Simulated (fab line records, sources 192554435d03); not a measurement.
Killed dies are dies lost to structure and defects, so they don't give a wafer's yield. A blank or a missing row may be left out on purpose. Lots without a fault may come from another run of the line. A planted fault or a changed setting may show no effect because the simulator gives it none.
A struck lot beside a sound one | flow n5_finfet | 43 steps out of a route of 1938
Sound: wafers L580.1, L580.3, L580.6. Struck: wafers L573.1, L573.2, L573.4. The cause comes at the end.
At each step with rows: each side's tool, then ch and its chambers, then its first start. Under that, the readings that differ: sound wafers | struck wafers | difference of the means | sigmas: that difference in standard deviations of wafers without a fault.
alike: readings whose means differ by less than 2 such deviations, and words and numbers that are the same on both sides. not compared: withheld readings, readings that some wafer has no value for, bounds like >300 that may hide the same value, and numbers for which the record gives no deviation and whose values overlap.
The two part at a step that has a row with sigmas, a row that says differs or no value, or rows on one side only. Numbers that don't overlap but have no deviation are shown without sigmas and don't part them. A reading that every wafer of one side lacks parts them only if that side has two wafers or more.

first, 3 steps without rows for these wafers: N5_SD_EPI_N_ETCH_34 (etches SiARC in CF4, target depth 45.5 nm, time 75.8 s); N5_SD_EPI_N_ETCH_35 (etches SOC in N2/H2, overetch 108 nm, time 486 s); N5_SD_EPI_N_STRIP_36 (strips in N2/H2).
N5_SD_EPI_N_ETCHBACK_44: etches SiNx in CH3F/O2, stops on SiO2, target depth 14.5 nm.
  sound on rie_diel-02 ch 0,1,2, day 7 04:31; struck on rie_diel-02 ch 1,2,3, day 5 01:23
  reading               | sound             | struck            | difference | sigmas
  CH3F_flow_sccm (sccm) | 29.81 30.11 29.85 | 30.26 30.14 29.99 | +0.21      | +2
  alike: drypump_motor_current_A, mfc_ar_sccm, oes_product_au, rf_vpp_V, showerhead_plenum_p_Torr, throttle_valve_pct
  not compared: rf_hours_counter_h
then, 4 steps without rows for these wafers: N5_SD_EPI_N_ETCH_45 (etches SiOCN in CH3F/O2, target depth 6 nm); N5_SD_EPI_N_ETCH_16 (etches SiO2 in CHF3/O2, target depth 5 nm); N5_SD_EPI_N_STRIP_47 (strips in CHF3/O2); N5_SD_EPI_N_SD_RECESS_17 (chemistry HBr/Cl2/O2, target depth 41 nm, time 23.7 s, bt time 3 s).
N5_SD_EPI_N_STRIP_38: strips in N2/H2.
  sound on plasma_asher-02 ch 0,1, day 7 04:53; struck on plasma_asher-01 ch 0,1, day 5 01:46
  reading            | sound       | struck      | difference | sigmas
  heater_power_w (W) | 362 370 357 | 344 308 311 | -42        | -2
  alike: drypump_motor_current_A, oes_product_au
  not compared: rf_hours_counter_h
then, 3 steps without rows for these wafers: N5_SD_EPI_N_WET_ETCH_43 (etches SiO2 in dHF, time 14 s, target depth 1.5 nm); N5_SD_EPI_N_STRIP_18 (strips in SPM, time 750 s); N5_SD_EPI_N_SRD_20 (time 30 s).
N5_SD_EPI_N_PRECLEAN_48: cleans in NF3:NH3, afs cycles 2, time 20 s, sublimation time 60 s.
  sound on epi_rpcvd-01 ch 0, day 7 05:14; struck on epi_rpcvd-03, day 5 02:07
  no value came back on the struck wafers for afs_cycles, chamber_pressure_Torr (Torr), time_s (s); on the sound wafers afs_cycles reads 2 2 2
  reading                                  | sound       | struck      | difference | sigmas
  model.SiNx_of_SPACER0_ALD_08.thk_nm (nm) | 1.4 1.4 1.4 | 1.6 1.6 1.6 | +0.2       |
then, 1 step without rows for these wafers: N5_SD_EPI_N_VAPOR_ETCH_50 (etches Si in HCl, time 54 s).
N5_SD_EPI_N_EPI_21: deposits Si:P, time 690 s.
  sound on epi_rpcvd-01 ch 0, day 7 06:12; struck on epi_rpcvd-03 ch 0, day 5 02:50
  reading                                   | sound          | struck    | difference | sigmas
  model.Si-P_of_SD_EPI_N_EPI_21.thk_nm (nm) | 59.2 59.6 59.6 | 0.8 1 0.8 | -58.6      |
then, 3 steps without rows for these wafers: N5_SD_EPI_N_PRECLEAN_24 (cleans in O3/DIW, time 60 s); N5_SD_EPI_N_SRD_25 (time 30 s); N5_SD_EPI_N_PRECLEAN_49 (cleans in NF3:NH3, afs cycles 1, time 20 s, sublimation time 60 s).
N5_SD_EPI_N_LINER_46: material SiNx, target thk 3 nm.
  sound on ald_sin-04 ch 0,1,2, day 7 10:53; struck on ald_sin-02 ch 0,1,3, day 5 05:25
  alike: heater_power_w
N5_SD_EPI_N_INSPECT_26: inspects for defects (darkfield).
  sound on defect_inspect-02, day 7 11:08; struck on defect_inspect-01, day 5 05:40
  alike: raw_defect_count
then, 8 steps without rows for these wafers: N5_SD_EPI_P_COAT_34 (time 60 s, resist thk 350 nm); N5_SD_EPI_P_COAT_35 (time 60 s, resist thk 35 nm); N5_SD_EPI_P_COAT_03 (resist thk 150 nm); N5_SD_EPI_P_EBR_05; N5_SD_EPI_P_SOFTBAKE_04 (time 60 s); N5_SD_EPI_P_EXPOSE_06 (exposes mask SD P BLK, target cd 240 nm); N5_SD_EPI_P_PEB_07 (peb time 60 s); N5_SD_EPI_P_DEVELOP_08 (develop time 30 s).
N5_SD_EPI_P_CD_MEAS_09: target cd 240 nm.
  sound on cd_sem-02 ch 0, day 7 11:32; struck on cd_sem-03 ch 0, day 5 05:57
  alike: cd_nm
N5_SD_EPI_P_OVL_MEAS_10:
  sound on overlay-01 ch 0, day 7 11:34; struck on overlay-02 ch 0, day 5 05:59
  alike: SD_P_BLK_OVL
N5_SD_EPI_P_INSPECT_11: inspects for defects (macro).
  sound on defect_inspect-01, day 7 11:35; struck on defect_inspect-01, day 5 06:01
  alike: raw_defect_count
then, 1 step without rows for these wafers: N5_SD_EPI_P_DESCUM_14 (chemistry O2, time 7.9 s).
N5_SD_EPI_P_ETCH_36: etches SiARC in CF4, target depth 45.5 nm, time 75.8 s.
  sound on rie_diel-06 ch 0,2, day 7 11:39; struck on rie_diel-01 ch 1,2,3, day 5 06:05
  alike: drypump_motor_current_A, etch_rf_on_time_s, mfc_ar_sccm, oes_product_au, rf_vpp_V, showerhead_plenum_p_Torr, throttle_valve_pct
  not compared: rf_hours_counter_h
then, 6 steps without rows for these wafers: N5_SD_EPI_P_ETCH_37 (etches SOC in N2/H2, overetch 108 nm, time 486 s); N5_SD_EPI_P_STRIP_38 (strips in N2/H2); N5_SD_EPI_P_ETCHBACK_46 (etches SiNx in CH3F/O2, stops on SiO2, target depth 17.5 nm); N5_SD_EPI_P_ETCH_47 (etches SiOCN in CH3F/O2, target depth 25 nm); N5_SD_EPI_P_ETCH_16 (etches SiO2 in CHF3/O2, target depth 5 nm); N5_SD_EPI_P_STRIP_50 (strips in CHF3/O2).
N5_SD_EPI_P_SD_RECESS_17: chemistry HBr/Cl2/O2, target depth 39.1 nm, bt time 3 s.
  sound on rie_si-05 ch 0,3, day 7 12:18; struck on rie_si-04 ch 0,2,3, day 5 06:44
  reading                | sound             | struck            | difference | sigmas
  throttle_valve_pct (%) | 37.16 36.68 36.65 | 37.21 37.22 37.44 | +0.46      | +2
  alike: drypump_motor_current_A, oes_product_au
  not compared: rf_hours_counter_h
then, 1 step without rows for these wafers: N5_SD_EPI_P_WET_ETCH_45 (etches SiO2 in dHF, time 10.7 s, target depth 2 nm, rinse time 30 s).
N5_MOL_CONTACT_COAG_ETCH_15: etches SiNx in CH3F/O2, stops on Si:P, target depth 7 nm.
  sound on rie_diel-04 ch 0,1,2, day 8 23:17; struck on rie_diel-02 ch 1,2,3, day 7 01:08
  reading                                   | sound          | struck    | difference | sigmas
  model.Si-P_of_SD_EPI_N_EPI_21.thk_nm (nm) | 58.4 58.8 58.6 | 0.8 1 0.8 | -57.7      |
  alike: CH3F_flow_sccm, drypump_motor_current_A, mfc_ar_sccm, oes_product_au, rf_vpp_V, showerhead_plenum_p_Torr, throttle_valve_pct
  not compared: rf_hours_counter_h
N5_PASSIVATION_PROBE_49:
  the record has rows for the sound wafers here (prober-02, day 18 16:52) and none for the struck ones

WHERE THEY PART
First at N5_SD_EPI_N_ETCHBACK_44; last, within this record, at N5_PASSIVATION_PROBE_49.

WHY: what the simulator had put in
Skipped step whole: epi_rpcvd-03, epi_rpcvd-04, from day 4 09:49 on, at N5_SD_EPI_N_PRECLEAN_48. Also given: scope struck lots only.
